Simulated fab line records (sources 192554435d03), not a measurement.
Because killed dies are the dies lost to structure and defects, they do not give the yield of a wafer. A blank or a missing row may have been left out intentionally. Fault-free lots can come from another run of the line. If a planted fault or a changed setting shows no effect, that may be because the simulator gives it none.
Chamber matching ; flow n5 finfet ; cvd co-01 running N5_BEOL_M2_CO_CAP_55: 3 sister chambers
The step material Co, precursor CCTBA/H2, target thk 2 nm, time 102.1 s. 3 wafers are shown with their chamber, then 9 later ones without.

## WAFERS WITH THEIR CHAMBER
wafer;chamber;heater power outer w (W)
L084.4;2;98
L084.5;1;138
L084.6;0;123

## WAFERS MISSING THEIR CHAMBER
wafer;heater power outer w (W)
L088.1;137
L088.3;123
L088.5;95
L093.1;140
L093.2;124
L093.4;96
L096.2;138
L096.3;126
L096.5;123

## WHICH CHAMBER EACH ONE RAN IN
wafer;from the rows above;in truth
L088.1;1;1
L088.3;0;0
L088.5;2;2
L093.1;1;1
L093.2;0;0
L093.4;2;2
L096.2;1;1
L096.3;0;0
L096.5;0;0
9 of 9 placed correctly. Can't be placed from these rows: 0. 0 placed wrongly.
How it was worked out, from the rows above alone: a wafer's distance from a chamber is the root of the sum, over the readings, of the square of ((its reading less the chamber's mean) divided by the reading's scatter). The wafer belongs to the nearest chamber; if the next one is less than 2 further off, it can't be placed. Each chamber's mean is taken over the wafers shown for it. The scatter: root of mean squared gap, hidden wafer to nearest shown wafer, with one shown wafer a chamber.
